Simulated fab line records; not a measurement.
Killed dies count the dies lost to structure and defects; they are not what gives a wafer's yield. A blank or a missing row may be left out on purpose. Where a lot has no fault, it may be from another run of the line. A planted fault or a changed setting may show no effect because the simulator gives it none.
fab line records + flow nand-harc + part 1 of 2: steps 1 to 4 of 6
[record]
- lots = 24
- wafers = 72
- last-day = 25
route steps=1159 shown P_ZERO_WELL@31 P_GATE@149 P_CONTACT@237
lots that met no fault: taken from a fault-free run of the same line
start-h: hours from the record's first day to the start of the lot's first wafer shown + wait-h: how many hours have passed since the lot's step before this one + " repeats the value in the row above + L1.1+2: a single row standing in for several wafers + - no value, or no start was given + * or withheld: withheld + < > ~ a bound
route shown NAME@n: a module of which the file shows steps, and the number in the route of the first + usual: mean and standard deviation over wafers with no fault + same: alike in all rows + chamber/n: place in a boat + sites: per-site readings + _std_site: the standard deviation of these + _edge_site: the outer-site mean with the inner-site mean subtracted + radius-mm: how far each site lies from the wafer's centre + mask NAME#n: copy n + behind: the tool/chamber that last shaped the wafer + hold: cause of the lot's hold/its duration in hours/its outcome + device: transistor that didn't switch, given as n, p or np + end of line: the tests these same wafers got at the end of their route + where a step has no rows: the recipe by itself + killed: not the wafer's yield, but the dies lost to structure and defects at the first sort + map: per-die view of a wafer (x killed, . not killed, _ where there is no die)
set.NAME: setting as actually run; set.NAME@STEP: the setting as run at that earlier step + model.NAME: the simulator's own value behind a step, which no gauge read
steps of the route over a sample of lots; a table a step, a row a wafer
services: from which hour (start-h, from the record's first day; less than 0 if before it) a tool's chamber was out of use, for how many hours, and why
[[steps]]
[step NHARC_P_ZERO_WELL_DESCUM_26]
[recipe]
- time-s = 3
- o2-flow-sccm = 200
- ar-flow-sccm = 0
- bias-power-w = 0
- chemistry = O2
[usual]
- drypump-motor-current-A = 5.3/0.39
- o2-flow-sccm = 200.1/0.84
- oes-product-au = 0.999/0.0088
- rf-vpp-V = 57.8/0.88
- showerhead-plenum-p-Torr = 1.92/0.08
- throttle-valve-pct = 11.310/0.0096
| lot.wafer | tool        | chamber | start-h | wait-h | drypump-motor-current-A | o2-flow-sccm | oes-product-au | rf-hours-counter-h | rf-vpp-V | showerhead-plenum-p-Torr | throttle-valve-pct |
|-----------|-------------|---------|---------|--------|-------------------------|--------------|----------------|--------------------|----------|--------------------------|--------------------|
| L074.4    | rie-diel-13 | 0       | 14.51   | -      | 5.2                     | 201.2        | 1.013          | 7.2                | 59.5     | 2.06                     | 11.321             |
| L074.3    | "           | 1       | "       | "      | 5.9                     | 199.7        | 1.006          | 6.0                | 58.9     | 1.93                     | 11.312             |
| L074.5    | "           | 0       | "       | "      | 5.3                     | 200.4        | 1.003          | -                  | 58.0     | 2.06                     | 11.300             |
| L075.2    | rie-diel-01 | 1       | 20.77   | -      | 4.8                     | 200.3        | 0.992          | 2.8                | 57.4     | 1.91                     | 11.296             |
| L075.4    | "           | 3       | "       | "      | 5.3                     | 201.5        | 1.000          | 2.3                | 56.0     | 1.80                     | 11.333             |
| L075.5    | "           | 1       | "       | "      | 4.8                     | 201.2        | 0.991          | -                  | 57.2     | 1.91                     | 11.317             |
| L076.3    | rie-diel-13 | 3       | 26.85   | -      | 5.5                     | 200.2        | 1.013          | 7.8                | 57.5     | 1.93                     | 11.308             |
| L076.2    | "           | 2       | "       | "      | 5.2                     | 200.0        | 1.000          | 8.3                | 58.9     | 1.82                     | 11.295             |
| L076.6    | "           | 0       | "       | "      | 5.2                     | 201.2        | 1.006          | -                  | 58.3     | 2.06                     | 11.302             |
| L077.4    | rie-diel-13 | 3       | 32.63   | -      | 5.6                     | 200.5        | 0.999          | 8.4                | 56.2     | 1.93                     | 11.319             |
| L077.1    | "           | 1       | "       | "      | 5.9                     | 200.8        | 0.989          | 8.2                | 58.4     | 1.93                     | 11.302             |
| L077.5    | "           | 3       | "       | "      | 5.6                     | 201.0        | 1.013          | -                  | 58.0     | 1.93                     | 11.313             |
| L078.4    | rie-diel-01 | 0       | 38.65   | -      | 5.0                     | 200.8        | 1.001          | 4.0                | 57.6     | 1.93                     | 11.314             |
| L078.1    | "           | 1       | "       | "      | 4.8                     | 199.8        | 0.998          | 3.8                | 57.0     | 1.91                     | 11.323             |
| L078.3    | "           | 2       | "       | "      | 5.7                     | 199.8        | 0.983          | 3.1                | 57.9     | 1.92                     | 11.297             |
| L079.4    | rie-diel-01 | 1       | 44.62   | -      | 4.8                     | 200.3        | 0.987          | 3.9                | 58.7     | 1.91                     | 11.305             |
| L079.1    | "           | 2       | "       | "      | 5.7                     | 200.4        | 0.989          | 3.3                | 57.8     | 1.92                     | 11.296             |
| L079.5    | "           | 1       | "       | "      | 4.8                     | 200.3        | 0.991          | -                  | 57.2     | 1.91                     | 11.309             |
| L080.2    | rie-diel-01 | 1       | 50.79   | -      | 4.8                     | 199.5        | 1.000          | 5.0                | 57.1     | 1.91                     | 11.316             |
| L080.5    | "           | 1       | "       | "      | 4.8                     | 200.0        | 0.994          | -                  | 57.2     | 1.91                     | 11.308             |
| L080.6    | "           | 2       | "       | "      | 5.7                     | 200.0        | 1.005          | -                  | 57.1     | 1.92                     | 11.311             |
| L081.4    | rie-diel-11 | 2       | 56.76   | -      | 5.9                     | 200.4        | 1.007          | 3.2                | 57.5     | 1.98                     | 11.301             |
| L081.2    | "           | 3       | "       | "      | 5.4                     | 200.1        | 1.005          | 3.4                | 56.0     | 1.87                     | 11.297             |
| L081.6    | "           | 2       | "       | "      | 5.9                     | 201.2        | 0.996          | -                  | 59.4     | 1.98                     | 11.321             |
| L082.1    | rie-diel-01 | 2       | 62.80   | -      | 5.7                     | 200.2        | 1.003          | 4.7                | 58.3     | 1.92                     | 11.310             |
| L082.2    | "           | 3       | "       | "      | 5.3                     | 199.3        | 1.020          | 4.6                | 57.7     | 1.80                     | 11.295             |
| L082.6    | "           | 3       | "       | "      | 5.3                     | 200.3        | 1.004          | -                  | 57.0     | 1.80                     | 11.295             |
| L083.4    | rie-diel-13 | 2       | 68.76   | -      | 5.2                     | 199.6        | 0.999          | 11.0               | 58.0     | 1.82                     | 11.318             |
| L083.3    | "           | 3       | "       | "      | 5.5                     | 199.1        | 1.007          | 10.7               | 59.9     | 1.93                     | 11.308             |
| L083.5    | "           | 1       | "       | "      | 5.9                     | 200.9        | 1.006          | -                  | 57.7     | 1.93                     | 11.310             |
| L084.3    | rie-diel-01 | 3       | 74.74   | -      | 5.3                     | 200.0        | 1.010          | 5.2                | 58.5     | 1.80                     | 11.300             |
| L084.1    | "           | 0       | "       | "      | 4.9                     | 201.2        | 0.997          | 6.0                | 57.1     | 1.93                     | 11.296             |
| L084.4    | "           | 3       | "       | "      | 5.3                     | 200.1        | 1.010          | -                  | 56.4     | 1.80                     | 11.294             |
| L085.2    | rie-diel-01 | 3       | 80.64   | -      | 5.3                     | 201.4        | 1.001          | 5.3                | 57.4     | 1.79                     | 11.302             |
| L085.3    | "           | 0       | "       | "      | 4.9                     | 200.2        | 0.992          | 6.1                | 57.3     | 1.93                     | 11.318             |
| L085.1    | "           | 1       | "       | "      | 4.8                     | 200.3        | 0.989          | 6.2                | 57.1     | 1.91                     | 11.305             |
| L086.2    | rie-diel-01 | 3       | 86.63   | -      | 5.3                     | 200.4        | 1.001          | 5.6                | 57.1     | 1.80                     | 11.302             |
| L086.3    | "           | 1       | "       | "      | 4.8                     | 201.5        | 0.995          | 6.4                | 57.4     | 1.91                     | 11.303             |
| L086.5    | "           | 2       | "       | "      | 5.7                     | 200.4        | 0.999          | -                  | 57.8     | 1.92                     | 11.316             |
| L087.4    | rie-diel-11 | 0       | 92.63   | -      | 5.4                     | 199.3        | 1.004          | 4.7                | 57.6     | 1.81                     | 11.322             |
| L087.2    | "           | 3       | "       | "      | 5.4                     | 199.9        | 0.997          | 5.2                | 57.7     | 1.87                     | 11.301             |
| L087.5    | "           | 0       | "       | "      | 5.4                     | 199.1        | 0.999          | -                  | 56.9     | 1.81                     | 11.293             |
| L088.3    | rie-diel-13 | 3       | 98.63   | -      | 5.6                     | 200.3        | 1.009          | 14.8               | 57.7     | 1.93                     | 11.316             |
| L088.1    | "           | 2       | "       | "      | 5.2                     | 200.3        | 0.994          | 14.4               | 58.3     | 1.82                     | 11.317             |
| L088.6    | "           | 0       | "       | "      | 5.2                     | 200.3        | 1.013          | -                  | 58.5     | 2.06                     | 11.320             |
| L089.3    | rie-diel-11 | 3       | 104.65  | -      | 5.4                     | 200.7        | 0.993          | 5.5                | 57.6     | 1.87                     | 11.309             |
| L089.6    | "           | 1       | "       | "      | 4.8                     | 199.6        | 0.989          | -                  | 57.3     | 2.03                     | 11.320             |
| L089.5    | "           | 2       | "       | "      | 5.9                     | 200.1        | 1.008          | -                  | 59.9     | 1.98                     | 11.315             |
| L090.1    | rie-diel-11 | 1       | 110.64  | -      | 4.8                     | 199.0        | 0.991          | 5.9                | 58.0     | 2.03                     | 11.303             |
| L090.4    | "           | 2       | "       | "      | 5.9                     | 200.0        | 1.006          | 6.3                | 58.9     | 1.98                     | 11.332             |
| L090.5    | "           | 0       | "       | "      | 5.4                     | 199.5        | 1.010          | -                  | 57.9     | 1.81                     | 11.311             |
| L091.3    | rie-diel-11 | 3       | 116.77  | -      | 5.4                     | 200.5        | 0.991          | 6.0                | 58.3     | 1.87                     | 11.318             |
| L091.4    | "           | 0       | "       | "      | 5.4                     | 199.2        | 1.023          | 5.8                | 57.0     | 1.81                     | 11.318             |
| L091.5    | "           | 2       | "       | "      | 5.9                     | 200.7        | 1.001          | -                  | 58.2     | 1.98                     | 11.314             |
| L092.3    | rie-diel-01 | 0       | 123.28  | -      | 5.0                     | 199.6        | 0.995          | 8.6                | 58.4     | 1.93                     | 11.304             |
| L092.5    | "           | 3       | "       | "      | 5.3                     | 200.0        | 1.003          | -                  | 56.0     | 1.79                     | 11.306             |
| L092.6    | "           | 0       | "       | "      | 4.9                     | 200.3        | 0.994          | -                  | 58.1     | 1.93                     | 11.298             |
| L093.1    | rie-diel-13 | 0       | 128.52  | -      | 5.3                     | 199.5        | 1.007          | 2.2                | 59.2     | 2.06                     | 11.311             |
| L093.3    | "           | 1       | "       | "      | 5.9                     | 199.6        | 0.996          | 1.6                | 57.9     | 1.93                     | 11.309             |
| L093.5    | "           | 0       | "       | "      | 5.3                     | 199.1        | 1.002          | -                  | 58.3     | 2.06                     | 11.310             |
| L094.3    | rie-diel-11 | 3       | 134.80  | -      | 5.4                     | 200.9        | 0.991          | 7.2                | 56.6     | 1.87                     | 11.320             |
| L094.1    | "           | 1       | "       | "      | 4.8                     | 199.7        | 1.000          | 7.2                | 59.8     | 2.03                     | 11.321             |
| L094.6    | "           | 3       | "       | "      | 5.4                     | 200.7        | 0.986          | -                  | 57.2     | 1.87                     | 11.297             |
| L095.3    | rie-diel-13 | 1       | 140.76  | -      | 5.9                     | 200.1        | 0.982          | 2.0                | 57.8     | 1.93                     | 11.315             |
| L095.1    | "           | 2       | "       | "      | 5.2                     | 199.9        | 0.988          | 2.5                | 57.1     | 1.82                     | 11.322             |
| L095.5    | "           | 0       | "       | "      | 5.2                     | 200.2        | 0.990          | -                  | 59.1     | 2.06                     | 11.295             |
| L096.4    | rie-diel-11 | 1       | 146.62  | -      | 4.8                     | 199.9        | 0.982          | 7.8                | 56.4     | 2.03                     | 11.320             |
| L096.2    | "           | 2       | "       | "      | 5.9                     | 200.1        | 1.014          | 7.8                | 58.5     | 1.98                     | 11.296             |
| L096.5    | "           | 2       | "       | "      | 5.9                     | 200.0        | 1.008          | -                  | 57.5     | 1.98                     | 11.317             |
| L097.1    | rie-diel-11 | 0       | 152.62  | -      | 5.4                     | 200.8        | 0.992          | 8.1                | 56.2     | 1.81                     | 11.310             |
| L097.2    | "           | 2       | "       | "      | 5.9                     | 200.1        | 1.003          | 8.1                | 57.3     | 1.98                     | 11.309             |
| L097.6    | "           | 1       | "       | "      | 4.7                     | 199.3        | 0.997          | -                  | 59.2     | 2.03                     | 11.312             |
[step NHARC_P_ZERO_WELL_CD_MEAS_37]
[recipe]
- target-cd-nm = 720
- landing-energy-ev = 500
[usual]
- cd-nm = 719.0/2.1
| lot.wafer | tool      | chamber | start-h | wait-h | cd-nm |
|-----------|-----------|---------|---------|--------|-------|
| L074.3    | cd-sem-01 | 0       | 15.88   | -      | 717.2 |
| L074.4    | "         | 0       | "       | "      | 715.2 |
| L074.5    | "         | 0       | "       | "      | 716.9 |
| L075.2    | cd-sem-01 | 0       | 22.25   | -      | 719.8 |
| L075.4    | "         | 0       | "       | "      | 722.0 |
| L075.5    | "         | 0       | "       | "      | 722.3 |
| L076.2    | cd-sem-01 | 0       | 28.33   | -      | 719.8 |
| L076.3    | "         | 0       | "       | "      | 718.5 |
| L076.6    | "         | 0       | "       | "      | 717.1 |
| L077.1    | cd-sem-03 | 0       | 34.10   | -      | 717.6 |
| L077.4    | "         | 0       | "       | "      | 719.8 |
| L077.5    | "         | 0       | "       | "      | 719.8 |
| L078.1    | cd-sem-03 | 0       | 40.00   | -      | 722.4 |
| L078.3    | "         | 0       | "       | "      | 719.7 |
| L078.4    | "         | 0       | "       | "      | 717.5 |
| L079.1    | cd-sem-03 | 0       | 45.97   | -      | 713.6 |
| L079.4    | "         | 0       | "       | "      | 716.3 |
| L079.5    | "         | 0       | "       | "      | 715.1 |
| L080.2    | cd-sem-01 | 0       | 52.27   | -      | 719.2 |
| L080.5    | "         | 0       | "       | "      | 721.0 |
| L080.6    | "         | 0       | "       | "      | 718.9 |
| L081.2    | cd-sem-01 | 0       | 58.11   | -      | 723.6 |
| L081.4    | "         | 0       | "       | "      | 721.6 |
| L081.6    | "         | 0       | "       | "      | 723.5 |
| L082.1    | cd-sem-01 | 0       | 64.28   | -      | 718.8 |
| L082.2    | "         | 0       | "       | "      | 719.6 |
| L082.6    | "         | 0       | "       | "      | 720.3 |
| L083.3    | cd-sem-01 | 0       | 70.23   | -      | 720.5 |
| L083.4    | "         | 0       | "       | "      | 717.6 |
| L083.5    | "         | 0       | "       | "      | 718.9 |
| L084.1    | cd-sem-03 | 0       | 76.25   | -      | 719.9 |
| L084.3    | "         | 0       | "       | "      | 716.9 |
| L084.4    | "         | 0       | "       | "      | 720.2 |
| L085.1    | cd-sem-03 | 0       | 82.11   | -      | 717.9 |
| L085.2    | "         | 0       | "       | "      | 717.3 |
| L085.3    | "         | 0       | "       | "      | 718.9 |
| L086.2    | cd-sem-03 | 0       | 87.99   | -      | 719.1 |
| L086.3    | "         | 0       | "       | "      | 722.3 |
| L086.5    | "         | 0       | "       | "      | 720.6 |
| L087.2    | cd-sem-02 | 0       | 93.98   | -      | 716.1 |
| L087.4    | "         | 0       | "       | "      | 718.1 |
| L087.5    | "         | 0       | "       | "      | 715.9 |
| L088.1    | cd-sem-02 | 0       | 100.12  | -      | 717.5 |
| L088.3    | "         | 0       | "       | "      | 718.0 |
| L088.6    | "         | 0       | "       | "      | 720.3 |
| L089.3    | cd-sem-03 | 0       | 106.16  | -      | 719.1 |
| L089.5    | "         | 0       | "       | "      | 716.0 |
| L089.6    | "         | 0       | "       | "      | 719.9 |
| L090.1    | cd-sem-03 | 0       | 111.98  | -      | 719.3 |
| L090.4    | "         | 0       | "       | "      | 720.7 |
| L090.5    | "         | 0       | "       | "      | 718.2 |
| L091.3    | cd-sem-03 | 0       | 118.28  | -      | 716.0 |
| L091.4    | "         | 0       | "       | "      | 717.1 |
| L091.5    | "         | 0       | "       | "      | 719.3 |
| L092.3    | cd-sem-01 | 0       | 124.63  | -      | 718.6 |
| L092.5    | "         | 0       | "       | "      | 718.1 |
| L092.6    | "         | 0       | "       | "      | 716.1 |
| L093.1    | cd-sem-01 | 0       | 129.99  | -      | 715.7 |
| L093.3    | "         | 0       | "       | "      | 715.5 |
| L093.5    | "         | 0       | "       | "      | 719.9 |
| L094.1    | cd-sem-03 | 0       | 136.28  | -      | 722.9 |
| L094.3    | "         | 0       | "       | "      | 721.3 |
| L094.6    | "         | 0       | "       | "      | 720.5 |
| L095.1    | cd-sem-01 | 0       | 142.21  | -      | 719.9 |
| L095.3    | "         | 0       | "       | "      | 716.8 |
| L095.5    | "         | 0       | "       | "      | 718.0 |
| L096.2    | cd-sem-02 | 0       | 148.00  | -      | 721.1 |
| L096.4    | "         | 0       | "       | "      | 720.0 |
| L096.5    | "         | 0       | "       | "      | 721.7 |
| L097.1    | cd-sem-03 | 0       | 153.97  | -      | 716.7 |
| L097.2    | "         | 0       | "       | "      | 718.9 |
| L097.6    | "         | 0       | "       | "      | 717.4 |
[step NHARC_P_GATE_ETCH_32]
[recipe]
- target-depth-a = 1500
- over-etch-frac = 1
- over-etch-ion-energy-ev = 40
- time-s = 100.1
- hbr-flow-sccm = 150
- cl2-flow-sccm = 50
- rf-w = 400
- icp-w = 400
- bias-w = 100
- chemistry = HBr/Cl2
[usual]
- drypump-motor-current-A = 5.9/0.55
- hbr-flow-sccm = 149.9/0.48
- oes-product-au = 1.004/0.009
- throttle-valve-pct = 26.406/0.0094
| lot.wafer | tool      | chamber | start-h | wait-h | drypump-motor-current-A | hbr-flow-sccm | oes-product-au | rf-hours-counter-h | throttle-valve-pct |
|-----------|-----------|---------|---------|--------|-------------------------|---------------|----------------|--------------------|--------------------|
| L074.3    | rie-si-03 | 3       | 91.95   | -      | 5.3                     | 150.0         | 1.008          | 1.0                | 26.412             |
| L074.4    | "         | 1       | "       | "      | 6.4                     | 149.9         | 1.016          | 1.2                | 26.404             |
| L074.5    | "         | 3       | "       | "      | 5.3                     | 150.1         | 0.997          | -                  | 26.399             |
| L076.3    | rie-si-05 | 0       | 97.89   | -      | 5.5                     | 149.8         | 1.002          | 0.2                | 26.402             |
| L076.2    | "         | 1       | "       | "      | 5.9                     | 149.8         | 0.999          | 0.2                | 26.425             |
| L076.6    | "         | 2       | "       | "      | 5.0                     | 148.8         | 1.005          | -                  | 26.396             |
| L075.2    | rie-si-03 | 0       | 98.31   | -      | 6.2                     | 150.3         | 0.995          | 1.1                | 26.404             |
| L075.4    | "         | 2       | "       | "      | 6.7                     | 150.7         | 0.995          | 1.2                | 26.405             |
| L075.5    | "         | 0       | "       | "      | 6.2                     | 150.5         | 1.017          | -                  | 26.408             |
| L077.4    | rie-si-06 | 2       | 107.09  | -      | 5.7                     | 149.5         | 0.996          | 0.9                | 26.408             |
| L077.1    | "         | 0       | "       | "      | 6.7                     | 150.2         | 1.008          | 0.7                | 26.412             |
| L077.5    | "         | 2       | "       | "      | 5.7                     | 149.3         | 1.009          | -                  | 26.407             |
| L079.1    | rie-si-05 | 1       | 113.69  | -      | 5.8                     | 149.8         | 1.005          | 0.2                | 26.423             |
| L079.4    | "         | 2       | "       | "      | 5.1                     | 150.1         | 1.002          | 0.3                | 26.403             |
| L079.5    | "         | 0       | "       | "      | 5.4                     | 149.4         | 1.001          | -                  | 26.401             |
| L078.1    | rie-si-03 | 0       | 114.10  | -      | 6.2                     | 150.5         | 1.006          | 1.3                | 26.418             |
| L078.4    | "         | 2       | "       | "      | 6.8                     | 149.4         | 1.000          | 1.3                | 26.417             |
| L078.3    | "         | 3       | "       | "      | 5.2                     | 150.5         | 1.000          | 1.2                | 26.388             |
| L080.2    | rie-si-06 | 3       | 125.37  | -      | 5.8                     | 149.9         | 0.996          | 0.9                | 26.400             |
| L080.5    | "         | 1       | "       | "      | 6.3                     | 149.5         | 1.011          | -                  | 26.404             |
| L080.6    | "         | 2       | "       | "      | 5.7                     | 149.6         | 1.003          | -                  | 26.392             |
| L081.2    | rie-si-05 | 0       | 135.54  | -      | 5.4                     | 150.4         | 1.006          | 0.4                | 26.396             |
| L081.4    | "         | 1       | "       | "      | 5.8                     | 150.5         | 1.008          | 0.5                | 26.414             |
| L081.6    | "         | 3       | "       | "      | 5.0                     | 149.8         | 1.022          | -                  | 26.401             |
| L082.2    | rie-si-03 | 0       | 135.87  | -      | 6.2                     | 150.0         | 1.004          | 1.5                | 26.409             |
| L082.1    | "         | 1       | "       | "      | 6.3                     | 149.4         | 1.002          | 1.6                | 26.398             |
| L082.6    | "         | 0       | "       | "      | 6.2                     | 150.1         | 1.006          | -                  | 26.415             |
| L083.3    | rie-si-06 | 3       | 146.99  | -      | 5.8                     | 149.7         | 0.997          | 1.1                | 26.408             |
| L083.4    | "         | 1       | "       | "      | 6.3                     | 150.3         | 1.006          | 1.3                | 26.401             |
| L083.5    | "         | 2       | "       | "      | 5.7                     | 150.1         | 0.979          | -                  | 26.407             |
| L084.4    | rie-si-05 | 0       | 147.59  | -      | 5.5                     | 150.1         | 1.008          | 0.5                | 26.398             |
| L084.1    | "         | 2       | "       | "      | 5.1                     | 149.1         | 1.000          | 0.7                | 26.415             |
| L084.3    | "         | 3       | "       | "      | 5.0                     | 150.3         | 1.014          | 0.7                | 26.401             |
| L087.2    | rie-si-03 | 3       | 166.67  | -      | 5.3                     | 149.7         | 0.978          | 0.0                | 26.412             |
| L087.4    | "         | 0       | "       | "      | 6.2                     | 150.5         | 0.993          | 0.0                | 26.389             |
| L087.5    | "         | 1       | "       | "      | 6.4                     | 149.8         | 1.002          | -                  | 26.395             |
| L088.3    | rie-si-06 | 1       | 166.83  | -      | 6.3                     | 149.5         | 1.013          | 1.5                | 26.420             |
| L088.1    | "         | 3       | "       | "      | 5.8                     | 149.9         | 1.008          | 1.3                | 26.384             |
| L088.6    | "         | 1       | "       | "      | 6.2                     | 150.0         | 1.012          | -                  | 26.406             |
| L086.2    | rie-si-05 | 2       | 166.95  | -      | 5.1                     | 149.5         | 1.009          | 0.9                | 26.402             |
| L086.3    | "         | 1       | "       | "      | 5.8                     | 149.8         | 1.000          | 0.8                | 26.396             |
| L086.5    | "         | 3       | "       | "      | 5.0                     | 150.1         | 1.011          | -                  | 26.397             |
| L085.1    | rie-si-03 | 2       | 167.17  | -      | 6.7                     | 149.7         | 1.006          | 0.1                | 26.398             |
| L085.3    | "         | 0       | "       | "      | 6.2                     | 149.5         | 1.003          | 0.1                | 26.418             |
| L085.2    | "         | 1       | "       | "      | 6.3                     | 149.2         | 1.007          | 0.1                | 26.406             |
| L089.3    | rie-si-03 | 3       | 183.42  | -      | 5.3                     | 149.4         | 0.983          | 0.2                | 26.403             |
| L089.5    | "         | 0       | "       | "      | 6.2                     | 150.4         | 0.996          | -                  | 26.405             |
| L089.6    | "         | 1       | "       | "      | 6.4                     | 148.7         | 1.004          | -                  | 26.409             |
| L091.3    | rie-si-05 | 1       | 189.47  | -      | 5.8                     | 150.7         | 1.006          | 1.0                | 26.418             |
| L091.4    | "         | 2       | "       | "      | 5.1                     | 150.8         | 1.004          | 1.1                | 26.400             |
| L091.5    | "         | 0       | "       | "      | 5.5                     | 150.9         | 0.996          | -                  | 26.404             |
| L090.1    | rie-si-03 | 3       | 190.09  | -      | 5.3                     | 150.2         | 0.991          | 0.3                | 26.407             |
| L090.4    | "         | 0       | "       | "      | 6.2                     | 149.2         | 1.002          | 0.3                | 26.410             |
| L090.5    | "         | 0       | "       | "      | 6.2                     | 150.1         | 0.997          | -                  | 26.417             |
| L093.3    | rie-si-06 | 2       | 200.68  | -      | 5.7                     | 149.7         | 1.013          | 0.1                | 26.417             |
| L093.1    | "         | 1       | "       | "      | 6.2                     | 149.4         | 1.011          | 0.0                | 26.419             |
| L093.5    | "         | 2       | "       | "      | 5.7                     | 149.9         | 1.011          | -                  | 26.402             |
| L092.3    | rie-si-05 | 0       | 201.45  | -      | 5.5                     | 150.1         | 0.990          | 1.1                | 26.398             |
| L092.6    | "         | 1       | "       | "      | 5.8                     | 150.4         | 1.001          | -                  | 26.397             |
| L092.5    | "         | 2       | "       | "      | 5.0                     | 149.9         | 1.003          | -                  | 26.402             |
| L094.3    | rie-si-03 | 2       | 206.43  | -      | 6.7                     | 149.3         | 1.022          | 0.4                | 26.399             |
| L094.1    | "         | 3       | "       | "      | 5.3                     | 150.0         | 0.996          | 0.4                | 26.413             |
| L094.6    | "         | 1       | "       | "      | 6.3                     | 150.1         | 1.007          | -                  | 26.397             |
| L097.2    | rie-si-06 | 2       | 223.33  | -      | 5.7                     | 149.1         | 0.999          | 0.2                | 26.412             |
| L097.1    | "         | 0       | "       | "      | 6.7                     | 150.3         | 0.990          | 0.2                | 26.417             |
| L097.6    | "         | 3       | "       | "      | 5.8                     | 150.8         | 0.993          | -                  | 26.403             |
| L095.3    | rie-si-06 | 1       | 223.52  | -      | 6.3                     | 150.3         | 0.998          | 0.2                | 26.401             |
| L095.1    | "         | 0       | "       | "      | 6.6                     | 149.7         | 0.990          | 0.2                | 26.397             |
| L095.5    | "         | 2       | "       | "      | 5.7                     | 149.5         | 0.993          | -                  | 26.395             |
| L096.2    | rie-si-06 | 2       | 223.99  | -      | 5.7                     | 149.6         | 1.002          | 0.4                | 26.392             |
| L096.4    | "         | 0       | "       | "      | 6.7                     | 150.3         | 0.987          | 0.3                | 26.398             |
| L096.5    | "         | 2       | "       | "      | 5.7                     | 149.4         | 1.006          | -                  | 26.384             |
[step NHARC_P_GATE_RTA_64]
[recipe]
- temp-c = 1050
- time-s = 1
[usual]
- lamp-power-pct = 38/3.4
- wafer_temp_C_max = 1053.7/1.4
| lot.wafer | tool          | chamber | start-h | wait-h | lamp-power-pct | wafer_temp_C_max |
|-----------|---------------|---------|---------|--------|----------------|------------------|
| L074.3    | rtp-anneal-01 | 0       | 108.94  | -      | 34             | 1053.2           |
| L074.4    | "             | 0       | "       | "      | 34             | 1055.2           |
| L074.5    | "             | 0       | "       | "      | 34             | 1055.9           |
| L076.2    | rtp-anneal-01 | 0       | 115.28  | -      | 34             | 1055.1           |
| L076.3    | "             | 0       | "       | "      | 34             | 1055.9           |
| L076.6    | "             | 0       | "       | "      | 34             | 1054.2           |
| L075.2    | rtp-anneal-02 | 0       | 115.38  | -      | 41             | 1052.4           |
| L075.4    | "             | 0       | "       | "      | 41             | 1054.3           |
| L075.5    | "             | 0       | "       | "      | 41             | 1052.6           |
| L077.1    | rtp-anneal-02 | 0       | 123.58  | -      | 41             | 1052.2           |
| L077.4    | "             | 0       | "       | "      | 41             | 1052.6           |
| L077.5    | "             | 0       | "       | "      | 41             | 1053.1           |
| L079.1    | rtp-anneal-02 | 0       | 130.12  | -      | 41             | 1052.0           |
| L079.4    | "             | 0       | "       | "      | 41             | 1052.7           |
| L079.5    | "             | 0       | "       | "      | 41             | 1052.4           |
| L078.1    | rtp-anneal-02 | 0       | 130.60  | -      | 41             | 1052.1           |
| L078.3    | "             | 0       | "       | "      | 41             | 1052.4           |
| L078.4    | "             | 0       | "       | "      | 41             | 1052.0           |
| L080.2    | rtp-anneal-02 | 0       | 141.92  | -      | 41             | 1052.9           |
| L080.5    | "             | 0       | "       | "      | 41             | 1053.2           |
| L080.6    | "             | 0       | "       | "      | 41             | 1052.5           |
| L081.2    | rtp-anneal-02 | 0       | 152.35  | -      | 41             | 1053.3           |
| L081.4    | "             | 0       | "       | "      | 41             | 1053.0           |
| L081.6    | "             | 0       | "       | "      | 41             | 1053.2           |
| L082.1    | rtp-anneal-02 | 0       | 152.55  | -      | 41             | 1053.0           |
| L082.2    | "             | 0       | "       | "      | 41             | 1053.2           |
| L082.6    | "             | 0       | "       | "      | 41             | 1053.2           |
| L083.3    | rtp-anneal-01 | 0       | 163.79  | -      | 34             | 1055.7           |
| L083.4    | "             | 0       | "       | "      | 34             | 1055.2           |
| L083.5    | "             | 0       | "       | "      | 34             | 1054.8           |
| L084.1    | rtp-anneal-01 | 0       | 164.65  | -      | 34             | 1053.8           |
| L084.3    | "             | 0       | "       | "      | 34             | 1054.8           |
| L084.4    | "             | 0       | "       | "      | 34             | 1053.8           |
| L087.2    | rtp-anneal-01 | 0       | 183.12  | -      | 34             | 1055.0           |
| L087.4    | "             | 0       | "       | "      | 34             | 1054.0           |
| L087.5    | "             | 0       | "       | "      | 34             | 1055.0           |
| L088.1    | rtp-anneal-02 | 0       | 183.52  | -      | 41             | 1053.6           |
| L088.3    | "             | 0       | "       | "      | 41             | 1052.6           |
| L088.6    | "             | 0       | "       | "      | 41             | 1053.4           |
| L086.2    | rtp-anneal-02 | 0       | 184.32  | -      | 41             | 1051.5           |
| L086.3    | "             | 0       | "       | "      | 41             | 1052.3           |
| L086.5    | "             | 0       | "       | "      | 41             | 1052.8           |
| L085.1    | rtp-anneal-02 | 0       | 189.69  | -      | 41             | 1052.4           |
| L085.2    | "             | 0       | "       | "      | 41             | 1052.6           |
| L085.3    | "             | 0       | "       | "      | 41             | 1052.3           |
| L089.3    | rtp-anneal-01 | 0       | 200.05  | -      | 34             | 1054.8           |
| L089.5    | "             | 0       | "       | "      | 34             | 1054.4           |
| L089.6    | "             | 0       | "       | "      | 34             | 1055.1           |
| L091.3    | rtp-anneal-01 | 0       | 206.14  | -      | 34             | 1055.7           |
| L091.4    | "             | 0       | "       | "      | 34             | 1055.8           |
| L091.5    | "             | 0       | "       | "      | 34             | 1056.5           |
| L090.1    | rtp-anneal-02 | 0       | 206.82  | -      | 41             | 1051.8           |
| L090.4    | "             | 0       | "       | "      | 41             | 1052.1           |
| L090.5    | "             | 0       | "       | "      | 41             | 1053.3           |
| L093.1    | rtp-anneal-01 | 0       | 218.04  | -      | 34             | 1053.3           |
| L093.3    | "             | 0       | "       | "      | 34             | 1055.3           |
| L093.5    | "             | 0       | "       | "      | 34             | 1054.8           |
| L092.3    | rtp-anneal-01 | 0       | 218.38  | -      | 34             | 1055.2           |
| L092.5    | "             | 0       | "       | "      | 34             | 1055.1           |
| L092.6    | "             | 0       | "       | "      | 34             | 1056.2           |
| L094.1    | rtp-anneal-01 | 0       | 225.37  | -      | 34             | 1053.6           |
| L094.3    | "             | 0       | "       | "      | 34             | 1054.4           |
| L094.6    | "             | 0       | "       | "      | 34             | 1054.7           |
| L097.1    | rtp-anneal-01 | 0       | 239.96  | -      | 34             | 1055.6           |
| L097.2    | "             | 0       | "       | "      | 34             | 1054.9           |
| L097.6    | "             | 0       | "       | "      | 34             | 1054.7           |
| L095.1    | rtp-anneal-02 | 0       | 240.76  | -      | 41             | 1052.6           |
| L095.3    | "             | 0       | "       | "      | 41             | 1052.1           |
| L095.5    | "             | 0       | "       | "      | 41             | 1052.4           |
| L096.2    | rtp-anneal-02 | 0       | 248.59  | -      | 41             | 1052.4           |
| L096.4    | "             | 0       | "       | "      | 41             | 1052.2           |
| L096.5    | "             | 0       | "       | "      | 41             | 1052.8           |
